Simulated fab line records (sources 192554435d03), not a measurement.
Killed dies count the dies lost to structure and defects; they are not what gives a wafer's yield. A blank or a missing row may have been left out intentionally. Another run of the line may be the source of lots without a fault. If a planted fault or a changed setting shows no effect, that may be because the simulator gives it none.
Chamber matching / flow n5_finfet / 4 sister chambers for N5_MOL_CONTACT_COAG_STRIP_98 on rie_diel-05
The step strips in N2/H2. 22 wafers are shown with their chamber, then 11 later ones without.

## WAFERS WITH THEIR CHAMBER
wafer=L074.2; chamber=3; drypump_motor_current_A (A)=5.0; throttle_valve_pct (%)=18.4; showerhead_plenum_p_Torr (Torr)=3.46
wafer=L074.4; chamber=1; drypump_motor_current_A (A)=5.6; throttle_valve_pct (%)=18.8; showerhead_plenum_p_Torr (Torr)=3.29
wafer=L074.5; chamber=2; drypump_motor_current_A (A)=5.7; throttle_valve_pct (%)=19.4; showerhead_plenum_p_Torr (Torr)=3.14
wafer=L075.1; chamber=0; drypump_motor_current_A (A)=4.9; throttle_valve_pct (%)=19.0; showerhead_plenum_p_Torr (Torr)=3.24
wafer=L075.2; chamber=2; drypump_motor_current_A (A)=5.7; throttle_valve_pct (%)=19.4; showerhead_plenum_p_Torr (Torr)=3.14
wafer=L075.5; chamber=0; drypump_motor_current_A (A)=4.9; throttle_valve_pct (%)=19.0; showerhead_plenum_p_Torr (Torr)=3.24
wafer=L076.3; chamber=1; drypump_motor_current_A (A)=5.6; throttle_valve_pct (%)=18.8; showerhead_plenum_p_Torr (Torr)=3.28
wafer=L076.5; chamber=2; drypump_motor_current_A (A)=5.7; throttle_valve_pct (%)=19.4; showerhead_plenum_p_Torr (Torr)=3.13
wafer=L076.6; chamber=3; drypump_motor_current_A (A)=5.0; throttle_valve_pct (%)=18.4; showerhead_plenum_p_Torr (Torr)=3.45
wafer=L077.2; chamber=2; drypump_motor_current_A (A)=5.7; throttle_valve_pct (%)=19.4; showerhead_plenum_p_Torr (Torr)=3.13
wafer=L077.3; chamber=3; drypump_motor_current_A (A)=5.0; throttle_valve_pct (%)=18.4; showerhead_plenum_p_Torr (Torr)=3.45
wafer=L077.4; chamber=1; drypump_motor_current_A (A)=5.6; throttle_valve_pct (%)=18.8; showerhead_plenum_p_Torr (Torr)=3.28
wafer=L078.2; chamber=1; drypump_motor_current_A (A)=5.6; throttle_valve_pct (%)=18.8; showerhead_plenum_p_Torr (Torr)=3.28
wafer=L078.3; chamber=0; drypump_motor_current_A (A)=4.9; throttle_valve_pct (%)=19.0; showerhead_plenum_p_Torr (Torr)=3.23
wafer=L078.4; chamber=3; drypump_motor_current_A (A)=5.0; throttle_valve_pct (%)=18.4; showerhead_plenum_p_Torr (Torr)=3.45
wafer=L081.3; chamber=3; drypump_motor_current_A (A)=5.0; throttle_valve_pct (%)=18.5; showerhead_plenum_p_Torr (Torr)=3.45
wafer=L081.4; chamber=1; drypump_motor_current_A (A)=5.6; throttle_valve_pct (%)=18.8; showerhead_plenum_p_Torr (Torr)=3.28
wafer=L081.6; chamber=3; drypump_motor_current_A (A)=5.0; throttle_valve_pct (%)=18.5; showerhead_plenum_p_Torr (Torr)=3.45
wafer=L084.2; chamber=0; drypump_motor_current_A (A)=4.9; throttle_valve_pct (%)=19.0; showerhead_plenum_p_Torr (Torr)=3.23
wafer=L084.3; chamber=1; drypump_motor_current_A (A)=5.6; throttle_valve_pct (%)=18.8; showerhead_plenum_p_Torr (Torr)=3.28
wafer=L084.4; chamber=2; drypump_motor_current_A (A)=5.8; throttle_valve_pct (%)=19.4; showerhead_plenum_p_Torr (Torr)=3.13
wafer=L085.1; chamber=3; drypump_motor_current_A (A)=5.0; throttle_valve_pct (%)=18.5; showerhead_plenum_p_Torr (Torr)=3.44

SIGNATURES (averages over the wafers above)
reading=drypump_motor_current_A; chamber 0=4.900; chamber 1=5.600; chamber 2=5.720; chamber 3=5.000; scatter within a chamber=0.0211
reading=throttle_valve_pct; chamber 0=19.000; chamber 1=18.800; chamber 2=19.400; chamber 3=18.443; scatter within a chamber=0.0309
reading=showerhead_plenum_p_Torr; chamber 0=3.2350; chamber 1=3.2817; chamber 2=3.1340; chamber 3=3.4500; scatter within a chamber=0.00529
Rule: for a wafer and a chamber, the distance is found by dividing, reading by reading, the gap between the wafer's reading and the chamber's mean by the reading's scatter, squaring, summing and taking the root. The wafer belongs to the nearest chamber; if the next one is less than 2 further off, it can't be placed. How the scatter is found: for the shown wafers, subtract from each reading the mean of its chamber, square and add these, divide the total by (wafers less chambers), then take the root.

## WAFERS WITHOUT THEIR CHAMBER
wafer=L085.4; drypump_motor_current_A (A)=4.9; throttle_valve_pct (%)=19.0; showerhead_plenum_p_Torr (Torr)=3.23
wafer=L085.5; drypump_motor_current_A (A)=5.0; throttle_valve_pct (%)=18.5; showerhead_plenum_p_Torr (Torr)=3.44
wafer=L088.2; drypump_motor_current_A (A)=4.8; throttle_valve_pct (%)=19.0; showerhead_plenum_p_Torr (Torr)=3.23
wafer=L088.5; drypump_motor_current_A (A)=5.0; throttle_valve_pct (%)=18.5; showerhead_plenum_p_Torr (Torr)=3.44
wafer=L088.6; drypump_motor_current_A (A)=4.9; throttle_valve_pct (%)=19.0; showerhead_plenum_p_Torr (Torr)=3.23
wafer=L092.2; drypump_motor_current_A (A)=4.8; throttle_valve_pct (%)=19.0; showerhead_plenum_p_Torr (Torr)=3.22
wafer=L092.4; drypump_motor_current_A (A)=5.6; throttle_valve_pct (%)=18.9; showerhead_plenum_p_Torr (Torr)=3.27
wafer=L092.6; drypump_motor_current_A (A)=5.6; throttle_valve_pct (%)=18.9; showerhead_plenum_p_Torr (Torr)=3.27
wafer=L095.1; drypump_motor_current_A (A)=5.7; throttle_valve_pct (%)=19.5; showerhead_plenum_p_Torr (Torr)=3.11
wafer=L095.2; drypump_motor_current_A (A)=4.8; throttle_valve_pct (%)=19.1; showerhead_plenum_p_Torr (Torr)=3.22
wafer=L095.5; drypump_motor_current_A (A)=4.8; throttle_valve_pct (%)=19.0; showerhead_plenum_p_Torr (Torr)=3.22

## CHAMBER TAKEN BY EACH
wafer=L085.4; from the rows above=0; in truth=0
wafer=L085.5; from the rows above=3; in truth=3
wafer=L088.2; from the rows above=0; in truth=0
wafer=L088.5; from the rows above=3; in truth=3
wafer=L088.6; from the rows above=0; in truth=0
wafer=L092.2; from the rows above=0; in truth=0
wafer=L092.4; from the rows above=1; in truth=1
wafer=L092.6; from the rows above=1; in truth=1
wafer=L095.1; from the rows above=2; in truth=2
wafer=L095.2; from the rows above=0; in truth=0
wafer=L095.5; from the rows above=0; in truth=0
Correctly placed: 11 of 11. From these rows, 0 cannot be placed. 0 placed wrongly.
